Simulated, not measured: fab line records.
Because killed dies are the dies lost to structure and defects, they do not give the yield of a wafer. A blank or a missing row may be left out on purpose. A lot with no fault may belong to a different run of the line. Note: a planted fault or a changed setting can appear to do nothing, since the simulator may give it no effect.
What tool caused it?    flow nand-harc    6 lots, 18 wafers sampled, at 5 steps of a route of 1302

WHAT EACH GAUGE READ, for each wafer
NHARC_END_SORT_01.
lot    measured    on    killed-at-array

EACH LOT AND THE TOOL THAT RAN IT (in order: tool; ch and the chambers of the sampled wafers; start)
lot   NHARC_A_WL_FILL_ETCHBACK_16                    NHARC_A_WL_FILL_STRIP_29            NHARC_A_WL_FILL_CVD_23            NHARC_A_WL_FILL_ETCHBACK_26
L338  rie-diel-13 ch 0,2, day 21 21:46 or earlier    rie-diel-13 ch 0,2,3, day 21 21:46  lpcvd-poly-02 ch 0, day 22 00:32  rie-si-05 ch 1,2,3, day 22 03:06
L346  rie-diel-02 ch 0,1,3, day 25 07:56 or earlier  rie-diel-02 ch 1,3, day 25 07:56    lpcvd-poly-04 ch 0, day 25 10:43  rie-si-01 ch 0,1, day 25 13:19
L352  rie-diel-13 ch 0,1,3, day 27 09:47 or earlier  rie-diel-13 ch 1,2,3, day 27 09:47  lpcvd-poly-02 ch 0, day 27 12:31  rie-si-05 ch 0,2,3, day 27 15:05
L353  rie-diel-09 ch 1,2,3, day 27 18:20 or earlier  rie-diel-09 ch 1,3, day 27 18:20    lpcvd-poly-02 ch 0, day 27 21:04  rie-si-05 ch 0,1,3, day 27 23:43
L355  rie-diel-09 ch 1,2,3, day 28 07:23 or earlier  rie-diel-09 ch 0,1,2, day 28 07:23  lpcvd-poly-02 ch 0, day 28 10:04  rie-si-06 ch 0,2,3, day 28 12:41
L357  rie-diel-02 ch 0,2, day 30 01:57 or earlier    rie-diel-02 ch 0,3, day 30 01:57    lpcvd-poly-04 ch 0, day 30 04:42  rie-si-06 ch 0,2,3, day 30 07:18
- NHARC_A_WL_FILL_ETCHBACK_16: etches the open film in C4F8/O2/Ar, target depth 120 nm, time 24 s.
- NHARC_A_WL_FILL_STRIP_29: strips in O2, time 20 s.
- NHARC_A_WL_FILL_CVD_23: deposits poly-Si, target thk 40 nm, time 800 s.
- NHARC_A_WL_FILL_ETCHBACK_26: etches the open film in HBr, target depth 52 nm, time 13.3 s.

THE ANSWER, worked out from the rows above alone
Rule: the lots themselves supply what counts as usual. Put in order of their means at a reading, lots are off if they are a third of the lots or fewer, leave a main group of 4 or more, and stand apart from it by a gap of 3 or more times the standard deviation of the main group's means; of several such gaps the widest counts. The tables above print the reading to a certain number of digits; a main group whose means all agree to those digits is not used. Also off: a lot with no number at a reading for which 4 or more lots have one. All remaining lots with rows at the step are treated as sound.
None of the lots is off at any reading shown; this tells nothing.

WHAT THE SIMULATOR PUT IN
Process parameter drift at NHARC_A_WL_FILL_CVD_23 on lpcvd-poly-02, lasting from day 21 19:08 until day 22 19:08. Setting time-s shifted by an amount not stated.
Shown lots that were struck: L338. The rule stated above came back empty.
